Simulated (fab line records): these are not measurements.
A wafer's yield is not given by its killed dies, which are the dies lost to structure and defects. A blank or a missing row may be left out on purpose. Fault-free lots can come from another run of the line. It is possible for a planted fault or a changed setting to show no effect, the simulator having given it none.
fab line records + flow nandHarc
record:
- lots: 5
- wafers: 15
- lastDay: 24
route steps=1159 shown A_STAIRCASE@581 END@1159
lots that met no fault: from a run of the same line without faults
startH: the number of hours between the record's first day and the start of the first shown wafer of the lot + waitH: hours since the lot's step before + " as in the row above + L1.1+2: a single row standing in for several wafers + - either no value or no given start + * or withheld: withheld + < > ~ a bound
route shown NAME@n: a module of which the file shows steps, and the number in the route of the first + usual: average and standard deviation across the fault-free wafers + same: alike in all rows + chamber/n: place in a boat + sites: readings site by site + _std_site: standard deviation across them + _edge_site: outer sites' mean less inner sites' + radiusMm: how far each site lies from the wafer's centre + mask NAME#n: copy n + behind: the tool/chamber that last shaped the wafer + hold: what put the lot on hold/how long, in hours/how the hold closed + device: whichever transistor did not switch (one of n, p or np) + end of line: the tests these same wafers got at the end of their route + where a step has no rows: the recipe by itself + killed: count of dies lost to structure and defects at first sort (not the wafer's yield) + map: shows each die of a wafer: x if killed, . if not, _ if none is there
set.NAME: setting as actually run; set.NAME@STEP: the setting as run at that earlier step + model.NAME: the simulator's own value behind a step, which no gauge read
certain route steps with their lots: each step a table, each wafer a row
services: a tool's chamber out of use, with start hour (startH, from the record's first day; less than 0 if before it), hours out, and reason
== steps ==
step: NHARC_A_STAIRCASE_TRIM_187
recipe:
- timeS: 211.2
- o2FlowSccm: 500
- arFlowSccm: 0
- biasW: 0
- chemistry: O2
step: NHARC_A_STAIRCASE_ETCH_188
recipe:
- targetDepthA: 1000
- timeS: 40.5
- ionEnergyEv: 400
- c4f8FlowSccm: 20
- o2FlowSccm: 10
- arFlowSccm: withheld
- rfW: 600
- biasW: 1000
- chemistry: C4F8/O2
usual:
- oesProductAu: 0.940/0.012
- rfVppV: 899/4.4
same:
- timeS: 40.5
| lot.wafer | tool       | chamber | startH | waitH | oesProductAu | rfHoursCounterH | rfVppV |
|-----------|------------|---------|--------|-------|--------------|-----------------|--------|
| L147.3    | rieDiel-06 | 3       | -      | -     | 0.957        | 3               | 903    |
| L147.4    | "          | 1       | "      | "     | 0.952        | 2               | 897    |
| L147.5    | "          | 3       | "      | "     | 0.947        | -               | 904    |
| L154.2    | rieDiel-07 | 1       | -      | -     | 0.929        | 27              | 898    |
| L154.4    | "          | 3       | "      | "     | 0.931        | 25              | 897    |
| L154.1    | "          | 0       | "      | "     | 0.935        | 20              | 901    |
| L165.4    | rieDiel-02 | 1       | -      | -     | 0.926        | 7               | 887    |
| L165.5    | "          | 3       | "      | "     | 0.934        | -               | 900    |
| L165.6    | "          | 0       | "      | "     | 0.921        | -               | 893    |
| L166.2    | rieDiel-06 | 3       | -      | -     | 0.933        | 42              | 904    |
| L166.6    | "          | 1       | "      | "     | 0.964        | -               | 897    |
| L166.5    | "          | 2       | "      | "     | 0.951        | -               | 904    |
| L167.3    | rieDiel-07 | 2       | -      | -     | 0.916        | 53              | 900    |
| L167.2    | "          | 0       | "      | "     | 0.917        | 53              | 900    |
| L167.6    | "          | 1       | "      | "     | 0.931        | -               | 897    |
step: NHARC_A_STAIRCASE_TRIM_189
recipe:
- timeS: 211.2
- o2FlowSccm: 500
- arFlowSccm: 0
- biasW: 0
- chemistry: O2
usual:
- drypumpMotorCurrentA: 5.4/0.34
- oesProductAu: 1.002/0.0069
- rfVppV: 58.1/0.84
- showerheadPlenumPTorr: 3.62/0.12
- throttleValvePct: 17.036/0.009
same:
- timeS: 211.2
| lot.wafer | tool       | chamber | startH | waitH | drypumpMotorCurrentA | oesProductAu | rfHoursCounterH | rfVppV | showerheadPlenumPTorr | throttleValvePct |
|-----------|------------|---------|--------|-------|----------------------|--------------|-----------------|--------|-----------------------|------------------|
| L147.3    | rieDiel-06 | 2       | -      | -     | 5.3                  | 1.003        | 3               | 58.3   | 3.77                  | 17.046           |
| L147.4    | "          | 3       | "      | "     | 4.7                  | 0.999        | 3               | 58.5   | 3.77                  | 17.043           |
| L147.5    | "          | 0       | "      | "     | 5.0                  | 1.009        | -               | 57.1   | 3.71                  | 17.038           |
| L154.4    | rieDiel-07 | 0       | -      | -     | 5.7                  | 0.989        | 20              | 58.8   | 3.66                  | 17.040           |
| L154.2    | "          | 1       | "      | "     | 5.6                  | 0.993        | 27              | 58.5   | 3.55                  | 17.040           |
| L154.1    | "          | 3       | "      | "     | 5.5                  | 0.996        | 25              | 56.6   | 3.54                  | 17.036           |
| L165.4    | rieDiel-02 | 0       | -      | -     | 5.9                  | 0.997        | 7               | 57.8   | 3.39                  | 17.036           |
| L165.5    | "          | 0       | "      | "     | 5.8                  | 1.005        | -               | 58.9   | 3.40                  | 17.026           |
| L165.6    | "          | 1       | "      | "     | 5.5                  | 0.992        | -               | 56.8   | 3.34                  | 17.038           |
| L166.2    | rieDiel-06 | 2       | -      | -     | 5.3                  | 1.004        | 41              | 59.4   | 3.75                  | 17.024           |
| L166.6    | "          | 1       | "      | "     | 5.3                  | 1.003        | -               | 57.0   | 3.54                  | 17.046           |
| L166.5    | "          | 2       | "      | "     | 5.3                  | 1.002        | -               | 58.5   | 3.75                  | 17.040           |
| L167.3    | rieDiel-07 | 1       | -      | -     | 5.6                  | 1.003        | 51              | 56.0   | 3.54                  | 17.029           |
| L167.2    | "          | 0       | "      | "     | 5.7                  | 1.007        | 53              | 57.5   | 3.64                  | 17.045           |
| L167.6    | "          | 1       | "      | "     | 5.6                  | 1.014        | -               | 57.9   | 3.54                  | 17.054           |
step: NHARC_A_STAIRCASE_ETCH_190
recipe:
- targetDepthA: 1000
- timeS: 40.5
- ionEnergyEv: 400
- c4f8FlowSccm: 20
- o2FlowSccm: 10
- arFlowSccm: withheld
- rfW: 600
- biasW: 1000
- chemistry: C4F8/O2
step: NHARC_A_STAIRCASE_TRIM_191
recipe:
- timeS: 211.2
- o2FlowSccm: 500
- arFlowSccm: 0
- biasW: 0
- chemistry: O2
step: NHARC_A_STAIRCASE_ETCH_192
recipe:
- targetDepthA: 1000
- timeS: 40.5
- ionEnergyEv: 400
- c4f8FlowSccm: 20
- o2FlowSccm: 10
- arFlowSccm: withheld
- rfW: 600
- biasW: 1000
- chemistry: C4F8/O2
step: NHARC_A_STAIRCASE_TRIM_193
recipe:
- timeS: 211.2
- o2FlowSccm: 500
- arFlowSccm: 0
- biasW: 0
- chemistry: O2
step: NHARC_A_STAIRCASE_ETCH_194
recipe:
- targetDepthA: 1000
- timeS: 40.5
- ionEnergyEv: 400
- c4f8FlowSccm: 20
- o2FlowSccm: 10
- arFlowSccm: withheld
- rfW: 600
- biasW: 1000
- chemistry: C4F8/O2
step: NHARC_A_STAIRCASE_TRIM_196
recipe:
- timeS: 211.2
- o2FlowSccm: 500
- arFlowSccm: 0
- biasW: 0
- chemistry: O2
usual:
- drypumpMotorCurrentA: 5.3/0.36
- oesProductAu: 1.002/0.007
- rfVppV: 58.0/0.97
- showerheadPlenumPTorr: 3.63/0.12
- throttleValvePct: 17.036/0.0094
same:
- timeS: 211.2
| lot.wafer | tool       | chamber | startH | waitH | drypumpMotorCurrentA | oesProductAu | rfHoursCounterH | rfVppV | showerheadPlenumPTorr | throttleValvePct |
|-----------|------------|---------|--------|-------|----------------------|--------------|-----------------|--------|-----------------------|------------------|
| L147.3    | rieDiel-07 | 1       | 258.97 | 0.1   | 5.6                  | 1.002        | 10              | 56.8   | 3.56                  | 17.049           |
| L147.4    | "          | 2       | "      | "     | 5.6                  | 1.001        | 10              | 58.1   | 3.63                  | 17.018           |
| L147.5    | "          | 0       | "      | "     | 5.7                  | 1.005        | -               | 59.1   | 3.66                  | 17.032           |
| L154.2    | rieDiel-06 | 2       | 298.27 | 0.1   | 5.3                  | 1.015        | 18              | 56.8   | 3.76                  | 17.050           |
| L154.4    | "          | 3       | "      | "     | 4.7                  | 0.997        | 17              | 58.8   | 3.76                  | 17.042           |
| L154.1    | "          | 1       | "      | "     | 5.3                  | 1.002        | 18              | 57.5   | 3.55                  | 17.019           |
| L165.4    | rieDiel-02 | 2       | 363.93 | 0.1   | 5.2                  | 1.004        | 8               | 60.1   | 3.77                  | 17.049           |
| L165.6    | "          | 1       | "      | "     | 5.5                  | 1.002        | -               | 57.7   | 3.34                  | 17.036           |
| L165.5    | "          | 2       | "      | "     | 5.2                  | 1.009        | -               | 59.1   | 3.77                  | 17.037           |
| L166.2    | rieDiel-02 | 0       | 365.69 | 0.1   | 5.8                  | 0.997        | 8               | 57.2   | 3.39                  | 17.047           |
| L166.5    | "          | 2       | "      | "     | 5.2                  | 0.996        | -               | 56.9   | 3.77                  | 17.030           |
| L166.6    | "          | 3       | "      | "     | 6.1                  | 0.997        | -               | 57.8   | 3.62                  | 17.055           |
| L167.3    | rieDiel-06 | 2       | 378.77 | 0.1   | 5.3                  | 1.003        | 47              | 57.4   | 3.74                  | 17.051           |
| L167.2    | "          | 0       | "      | "     | 5.0                  | 1.009        | 43              | 57.5   | 3.69                  | 17.047           |
| L167.6    | "          | 2       | "      | "     | 5.3                  | 1.005        | -               | 58.6   | 3.75                  | 17.037           |
step: NHARC_A_STAIRCASE_ETCH_197
recipe:
- targetDepthA: 1000
- timeS: 40.5
- ionEnergyEv: 400
- c4f8FlowSccm: 20
- o2FlowSccm: 10
- arFlowSccm: withheld
- rfW: 600
- biasW: 1000
- chemistry: C4F8/O2
usual:
- oesProductAu: 0.951/0.019
- rfVppV: 900/4.3
same:
- timeS: 40.5
| lot.wafer | tool       | chamber | startH | waitH | oesProductAu | rfHoursCounterH | rfVppV |
|-----------|------------|---------|--------|-------|--------------|-----------------|--------|
| L147.4    | rieDiel-07 | 2       | -      | -     | 0.948        | 11              | 900    |
| L147.3    | "          | 0       | "      | "     | 0.955        | 10              | 902    |
| L147.5    | "          | 3       | "      | "     | 0.962        | -               | 897    |
| L154.1    | rieDiel-06 | 1       | -      | -     | 0.988        | 18              | 898    |
| L154.2    | "          | 2       | "      | "     | 0.963        | 18              | 905    |
| L154.4    | "          | 3       | "      | "     | 0.965        | 17              | 905    |
| L165.4    | rieDiel-02 | 3       | -      | -     | 0.942        | 8               | 899    |
| L165.6    | "          | 2       | "      | "     | 0.939        | -               | 903    |
| L165.5    | "          | 3       | "      | "     | 0.935        | -               | 900    |
| L166.2    | rieDiel-02 | 3       | -      | -     | 0.960        | 9               | 901    |
| L166.5    | "          | 2       | "      | "     | 0.967        | -               | 904    |
| L166.6    | "          | 3       | "      | "     | 0.968        | -               | 900    |
| L167.3    | rieDiel-06 | 0       | -      | -     | 0.925        | 43              | 901    |
| L167.2    | "          | 2       | "      | "     | 0.926        | 47              | 904    |
| L167.6    | "          | 0       | "      | "     | 0.926        | -               | 900    |
step: NHARC_A_STAIRCASE_TRIM_198
recipe:
- timeS: 211.2
- o2FlowSccm: 500
- arFlowSccm: 0
- biasW: 0
- chemistry: O2
step: NHARC_A_STAIRCASE_ETCH_199
recipe:
- targetDepthA: 1000
- timeS: 40.5
- ionEnergyEv: 400
- c4f8FlowSccm: 20
- o2FlowSccm: 10
- arFlowSccm: withheld
- rfW: 600
- biasW: 1000
- chemistry: C4F8/O2
usual:
- oesProductAu: 0.945/0.012
- rfVppV: 899/4.4
same:
- timeS: 40.5
| lot.wafer | tool       | chamber | startH | waitH | oesProductAu | rfHoursCounterH | rfVppV |
|-----------|------------|---------|--------|-------|--------------|-----------------|--------|
| L147.3    | rieDiel-07 | 3       | 259.44 | -     | 0.937        | 10              | 896    |
| L147.4    | "          | 1       | "      | "     | 0.944        | 11              | 896    |
| L147.5    | "          | 3       | "      | "     | 0.945        | -               | 898    |
| L154.1    | rieDiel-06 | 0       | 298.70 | -     | 0.972        | 12              | 903    |
| L154.2    | "          | 1       | "      | "     | 0.970        | 19              | 896    |
| L154.4    | "          | 3       | "      | "     | 0.807        | 17              | 904    |
| L165.4    | rieDiel-02 | 3       | 364.36 | -     | 0.926        | 8               | 899    |
| L165.6    | "          | 0       | "      | "     | 0.937        | -               | 890    |
| L165.5    | "          | 1       | "      | "     | 0.937        | -               | 890    |
| L166.2    | rieDiel-02 | 2       | 366.17 | -     | 0.938        | 9               | 903    |
| L166.5    | "          | 3       | "      | "     | 0.943        | -               | 900    |
| L166.6    | "          | 0       | "      | "     | 0.950        | -               | 890    |
| L167.2    | rieDiel-06 | 1       | 379.79 | -     | 0.941        | 48              | 896    |
| L167.3    | "          | 3       | "      | "     | 0.928        | 49              | 903    |
| L167.6    | "          | 1       | "      | "     | 0.933        | -               | 897    |
step: NHARC_A_STAIRCASE_TRIM_200
recipe:
- timeS: 211.2
- o2FlowSccm: 500
- arFlowSccm: 0
- biasW: 0
- chemistry: O2
usual:
- drypumpMotorCurrentA: 5.4/0.37
- oesProductAu: 1.001/0.0078
- rfVppV: 58.0/0.89
- showerheadPlenumPTorr: 3.63/0.12
- throttleValvePct: 17.037/0.011
same:
- timeS: 211.2
| lot.wafer | tool       | chamber | startH | waitH | drypumpMotorCurrentA | oesProductAu | rfHoursCounterH | rfVppV | showerheadPlenumPTorr | throttleValvePct |
|-----------|------------|---------|--------|-------|----------------------|--------------|-----------------|--------|-----------------------|------------------|
| L147.4    | rieDiel-07 | 3       | -      | -     | 5.4                  | 0.993        | 10              | 58.1   | 3.54                  | 17.045           |
| L147.3    | "          | 0       | "      | "     | 5.7                  | 0.989        | 10              | 57.5   | 3.66                  | 17.045           |
| L147.5    | "          | 0       | "      | "     | 5.7                  | 0.998        | -               | 59.0   | 3.66                  | 17.028           |
| L154.4    | rieDiel-06 | 1       | -      | -     | 5.2                  | 1.006        | 19              | 58.3   | 3.55                  | 17.034           |
| L154.1    | "          | 2       | "      | "     | 5.3                  | 1.008        | 18              | 58.9   | 3.76                  | 17.038           |
| L154.2    | "          | 3       | "      | "     | 4.8                  | 0.995        | 17              | 57.9   | 3.76                  | 17.037           |
| L165.4    | rieDiel-02 | 0       | -      | -     | 5.8                  | 0.996        | 8               | 57.3   | 3.39                  | 17.042           |
| L165.6    | "          | 2       | "      | "     | 5.2                  | 0.996        | -               | 58.4   | 3.77                  | 17.043           |
| L165.5    | "          | 3       | "      | "     | 6.1                  | 0.994        | -               | 58.0   | 3.62                  | 17.052           |
| L166.2    | rieDiel-02 | 1       | -      | -     | 5.5                  | 1.009        | 8               | 56.7   | 3.34                  | 17.023           |
| L166.6    | "          | 1       | "      | "     | 5.5                  | 0.991        | -               | 57.5   | 3.34                  | 17.032           |
| L166.5    | "          | 2       | "      | "     | 5.2                  | 0.999        | -               | 59.6   | 3.77                  | 17.060           |
| L167.3    | rieDiel-06 | 3       | -      | -     | 4.8                  | 1.006        | 49              | 58.6   | 3.74                  | 17.060           |
| L167.2    | "          | 2       | "      | "     | 5.3                  | 1.019        | 49              | 58.7   | 3.74                  | 17.035           |
| L167.6    | "          | 0       | "      | "     | 5.0                  | 1.019        | -               | 57.0   | 3.69                  | 17.047           |
step: NHARC_END_SORT_01
recipe:
- tempC: 25
usual:
- killedAtArray: 26/9.6
- killedAtOther: 0.7/0.92
- killedAtPeriphery: 3.8/2.7
- killedDies: 31/10
- killedOpen: 3.3/1.7
- killedShort: 1.8/1.3
same:
- grossDies: 677
| lot.wafer | tool      | chamber | startH | waitH | killedAtArray | killedAtOther | killedAtPeriphery | killedDies | killedOpen | killedShort |
|-----------|-----------|---------|--------|-------|---------------|---------------|-------------------|------------|------------|-------------|
| L154.4    | prober-02 | 0       | 488.53 | 3.4   | 204           | 1             | 1                 | 206        | 0          | 2           |
killed by level:class
L154.4 A_STAIRCASE:areaEtch=178 A_CHANNEL_HOLE_D1:chamberFilmFlake=11 A_SLIT:chamberFilmFlake=7 A_SGD_CUT:chamberFilmFlake=3 A_CONTACT:chamberFilmFlake=2 A_M0:geometricParticle:short=1 A_M1:geometricParticle:short=1 P_GATE:chamberFilmFlake=1
map L154.4 (x killed, . not)
____________x____________
_________.x..x.._________
_______.x..xx.x..._______
______x.x..x...xx..______
_____x.xx.x........x_____
____.xx.......x...xxx____
____x.x.....x.......x____
___xx.x..x.........x.x___
___xxx...............x___
__xx................xxx__
__xxx.................x__
_x.........x............_
_x...xx..x...........xx._
_xx....................._
_xx.....x.............x._
_....................x.._
xxx.x................x..x
xx.x....................x
xxx.xx..................x
xx..xx.................xx
xx..x..........x........x
_.x.x..................._
_xx...x.x.....x.......xx_
_xxx.x................xx_
_xxxxxx...............xx_
_xxx.x................xx_
__x..x.............xxxx__
__xx.............x.xxxx__
___xxxxx.............x___
___xxxxxxxxx.xx.x...xx___
____xxxxxx..x......xx____
____xxxxx.....xx.x.xx____
_____xxxxxxxx.xx...x_____
______xx.xxx..xxxxx______
_______xxxxxxx...x_______
_________xxxxxxx_________
____________x____________
map L167.3 (x killed, . not)
____________.____________
_________x......_________
_______xx........._______
______xxx..........______
_____xxxxx.........._____
____.xxx.............____
____xx..x............____
___x.x................___
___..xx..x............___
__.x...................__
__.....................__
_......................._
_......................._
_....x..........x......._
_......................._
_......................._
.........................
..........x..............
.........................
.........................
............x............
_.....x................._
_....x.................._
_......................x_
_x...................x.x_
_......................x_
__...................xx__
__....................x__
___.................xx___
___.................x.___
____.................____
____...............x.____
_____..............._____
______.............______
_______..........._______
_________...x..._________
____________.____________
== services ==
| tool       | chamber | startH | hours | kind      |
|------------|---------|--------|-------|-----------|
| rieDiel-02 | 3       | 235.05 | 5.9   | repair    |
| rieDiel-06 | -       | 241.85 | 9.0   | pm        |
| rieDiel-06 | 0       | 241.85 | 9.0   | ventCycle |
| rieDiel-06 | 1       | 241.85 | 9.0   | ventCycle |
| rieDiel-06 | 2       | 241.85 | 9.0   | ventCycle |
| rieDiel-06 | 3       | 241.85 | 9.0   | ventCycle |
| rieDiel-06 | 0       | 250.85 | -     | clean     |
| rieDiel-06 | 1       | 250.85 | -     | clean     |
| rieDiel-06 | 2       | 250.85 | -     | clean     |
| rieDiel-06 | 3       | 250.85 | -     | clean     |
| rieDiel-02 | -       | 258.59 | 0.4   | repair    |
| rieDiel-07 | 0       | 271.98 | 11.8  | repair    |
| rieDiel-06 | 0       | 276.31 | -     | clean     |
| rieDiel-06 | 1       | 276.31 | -     | clean     |
| rieDiel-06 | 2       | 276.31 | -     | clean     |
| rieDiel-06 | 3       | 276.31 | -     | clean     |
| rieDiel-06 | 0       | 284.88 | 9.7   | repair    |
| rieDiel-02 | 2       | 295.62 | 8.8   | repair    |
| rieDiel-06 | -       | 300.37 | 1.9   | repair    |
| rieDiel-06 | 0       | 325.32 | -     | clean     |
| rieDiel-06 | 1       | 325.32 | -     | clean     |
| rieDiel-06 | 2       | 325.32 | -     | clean     |
| rieDiel-02 | -       | 327.83 | 9.0   | pm        |
| rieDiel-07 | 0       | 379.37 | 1.6   | repair    |
== key ==
firstSign:
- step: NHARC_A_STAIRCASE_ETCH_199
- reading: oesProductAu
- direction: down
- sigmas: 12
- usual: 0.945
- struck: 0.807
effect:
- step: NHARC_END_SORT_01
- reading: killedAtArray
- direction: up
- sigmas: 18
- usual: 26
- struck: 204
moreKillsBornAt:
- NHARC_A_STAIRCASE_ETCH_199@rieDiel-06: 178
metAt NHARC_A_STAIRCASE_ETCH_199
struckWafers L154.4
testerLeftOut L154
fault:
- kind: processParameterDrift
- tool: rieDiel-06
- chamber: 3
- onsetH: 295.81
- steps: NHARC_A_STAIRCASE_ETCH_199
- channel: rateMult
- offset: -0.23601
- shape: step
- endH: 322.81
testerLeftOut: of these lots the tester's yield and bins aren't shown, on N5 and GAA mostly nor the transistor test; their killed dies are dies lost to structure and defects alone, not to doping, threshold or leakage, so they don't give the yield
